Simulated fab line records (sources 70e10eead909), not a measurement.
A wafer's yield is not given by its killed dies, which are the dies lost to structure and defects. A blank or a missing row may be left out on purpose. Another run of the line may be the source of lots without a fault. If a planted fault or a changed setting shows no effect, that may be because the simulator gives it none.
Struck lot and sound lot, side by side + flow nandHarc + 15 steps out of a route of 1302
Sound: these wafers, L987.2, L987.5, L987.6. Struck: wafer L981.6 (left out: L981.2, a lot-mate that was not struck); the cause follows at the end.
Per side, at each step with rows, come the tool, then ch with its chambers, and then its first start. Under that, the readings that differ: sound wafers + struck wafers + difference of the means + sigmas: that difference in standard deviations of wafers without a fault.
alike: words and numbers the same on both sides, and readings whose means are apart by under 2 such deviations; not compared: readings that were withheld, readings missing a value for some wafer, numbers with overlapping values and no deviation given by the record, and bounds like >300 which may hide the same value.
Wherever a step has rows on one side only, a row that says differs or no value, or a row with sigmas, the two part there. Non-overlapping numbers with no deviation appear without sigmas and do not part them. A reading missing from all wafers of one side parts the sides only when that side holds two or more wafers.

first, 1 step without rows for these wafers: NHARC_A_ONON_D1_DEP_03 (target thk 1000 nm).
NHARC_A_ONON_D1_THK_MEAS_05: measures by ellipsometry.
  sound on filmMetro-01 at day 16 22:17; struck on filmMetro-01 at day 14 13:56
  alike: thkNm
following that, 1 step holds no rows for these wafers, namely NHARC_A_ONON_D1_DEP_06 (target thickness 1000 nm).
NHARC_A_ONON_D1_THK_MEAS_08: measures by ellipsometry.
  sound on filmMetro-01 at day 16 22:52; struck on filmMetro-01 at day 14 14:30
  alike: thkNm
following that, 1 step holds no rows for these wafers, namely NHARC_A_ONON_D1_DEP_09 (target thickness 1000 nm).
NHARC_A_ONON_D1_THK_MEAS_11: measures by ellipsometry.
  sound on filmMetro-01 at day 16 23:25; struck on filmMetro-02 at day 14 15:05
  alike: thkNm
following that, 1 step holds no rows for these wafers, namely NHARC_A_ONON_D1_DEP_12 (target thickness 1000 nm).
NHARC_A_ONON_D1_THK_MEAS_14: measures by ellipsometry.
  sound on filmMetro-01 at day 16 23:59; struck on filmMetro-02 at day 14 15:40
  alike: thkNm
then, 2 steps without rows for these wafers: NHARC_A_ONON_D1_ANNEAL_15 (time 3600 s); NHARC_A_ONON_D1_DEP_16 (target thk 1000 nm).
NHARC_A_ONON_D1_THK_MEAS_18: measures by ellipsometry.
  sound on filmMetro-02 at day 17 11:59; struck on filmMetro-01 at day 14 23:27
  alike: thkNm
NHARC_A_ONON_D1_DEP_19: target thk 1000 nm.
  sound on pecvdOnon-02 ch 0, day 17 12:06; struck on pecvdOnon-03 ch 0, day 14 23:34
NHARC_A_ONON_D1_THK_MEAS_21: measures by ellipsometry.
  sound on filmMetro-01 at day 17 12:34; struck on filmMetro-02 at day 15 00:01
| reading    | sound          | struck | difference | sigmas |
|------------|----------------|--------|------------|--------|
| thkNm (nm) | 1006 1005 1004 | 1161   | +156       | +16    |
following that, 1 step holds no rows for these wafers, namely NHARC_A_ONON_D1_DEP_22 (target thickness 1000 nm).
-- jump in the record: it breaks off in module A_ONON_D1 and resumes in module END (first step shown: number 1302 of the route), and 16 days separate the struck wafers' starts before and after --
NHARC_END_SORT_01:
  at this point the record logs the struck wafers (prober-01 ch 0, day 30 22:44) and has no rows for the sound ones

WHERE THEY PART
First at NHARC_A_ONON_D1_THK_MEAS_21; last, within this record, at NHARC_END_SORT_01.

WHY: what had been put in by the simulator
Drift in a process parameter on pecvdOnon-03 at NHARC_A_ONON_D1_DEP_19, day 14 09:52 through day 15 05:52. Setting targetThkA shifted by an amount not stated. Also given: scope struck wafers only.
